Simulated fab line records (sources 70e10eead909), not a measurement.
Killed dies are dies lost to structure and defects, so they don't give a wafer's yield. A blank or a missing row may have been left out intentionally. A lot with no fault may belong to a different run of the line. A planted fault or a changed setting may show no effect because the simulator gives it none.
Struck lot and sound lot, side by side :: flow nand_harc :: 14 steps out of a route of 1159
Sound: the wafers L205.4, L205.5, L205.6. Wafers struck: L209.2, L209.3, L209.6. The cause is named last.
Order at every step that has rows: each side's tool, ch and its chambers, its first start. Under that, the readings that differ: sound wafers :: struck wafers :: difference of the means :: sigmas: that difference in standard deviations of wafers without a fault.
alike: readings whose means differ by less than 2 such deviations, and words and numbers that are the same on both sides. not compared: withheld readings, readings that some wafer has no value for, bounds like >300 that may hide the same value, and numbers for which the record gives no deviation and whose values overlap.
The two part at a step that has a row with sigmas, a row that says differs or no value, or rows on one side only. Numbers that don't overlap but have no deviation are shown without sigmas and don't part them. A reading that every wafer of one side lacks parts them only if that side has two wafers or more.

first, 2 steps without rows for these wafers: NHARC_THIN_TSV_HARDBAKE_13 (time 80 s); NHARC_THIN_TSV_DESCUM_14 (chemistry O2, time 3 s).
NHARC_THIN_TSV_ETCH_44: etches the open film in CF4/O2, target depth 1594.2 nm, time 797.1 s.
  sound on rie_diel-05 ch 1,2, day 21 03:17; struck on rie_diel-08 ch 0,2,3, day 22 07:08
  alike: cf4_flow_sccm, drypump_motor_current_A, mfc_ar_sccm, oes_product_au, rf_vpp_V, showerhead_plenum_p_Torr, throttle_valve_pct
  not compared: rf_hours_counter_h
NHARC_THIN_TSV_ETCH_15: target depth 3000 nm, bosch target overetch cycles 2, bosch etch step 2.8 s.
  sound on rie_si-04 ch 0,3, day 21 03:53; struck on rie_si-04 ch 0,1,2, day 22 07:35
  alike: drypump_motor_current_A
  not compared: rf_hours_counter_h
NHARC_THIN_TSV_CD_MEAS_16:
  sound on cd_sem-03, day 21 04:01; struck on cd_sem-03, day 22 07:44
  alike: cd_nm
then, 3 steps without rows for these wafers: NHARC_THIN_TSV_STRIP_45 (strips in O2); NHARC_THIN_TSV_STRIP_46 (strips in post etch residue remover, time 1200 s); NHARC_THIN_TSV_DEP_47 (deposits SiO2, target thk 200 nm).
NHARC_THIN_TSV_ETCHBACK_48: etches the open film in C4F8/Ar, target depth 1028.5 nm, time 405.17 s.
  sound on rie_diel-05 ch 0,2,3, day 21 05:22; struck on rie_diel-05 ch 1,2,3, day 22 09:10
  alike: oes_product_au, rf_vpp_V
  not compared: rf_hours_counter_h
then, 1 step without rows for these wafers: NHARC_THIN_TSV_STRIP_62 (strips in N2/H2, time 20 s).
NHARC_THIN_TSV_DEGAS_49: time 120 s.
  sound on pvd_sputter-01, day 21 05:49; struck on pvd_sputter-01, day 22 09:37
  alike: heater_power_w
NHARC_THIN_TSV_PRE_CLEAN_50: time 30 s.
  sound on pvd_sputter-01; struck on pvd_sputter-01
  alike: heater_power_w
NHARC_THIN_TSV_PVD_19: deposits TaN, target thk 20 nm.
  sound on pvd_sputter-01, day 21 06:01; struck on pvd_sputter-01, day 22 09:46
  no value came back on the struck wafers for chamber_pressure_pa (Pa), throttle_valve_pct (%); on the sound wafers chamber_pressure_pa (Pa) reads 4.988 5.007 5.001
then, 1 step without rows for these wafers: NHARC_THIN_TSV_PVD_51 (deposits Cu, target thk 100 nm).

== WHERE THEY PART ==
NHARC_THIN_TSV_PVD_19 only, going by this record.

WHY: whatever the simulator had introduced
At NHARC_THIN_TSV_PVD_19, the step was skipped entirely on pvd_sputter-01 from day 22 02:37 on. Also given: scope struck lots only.
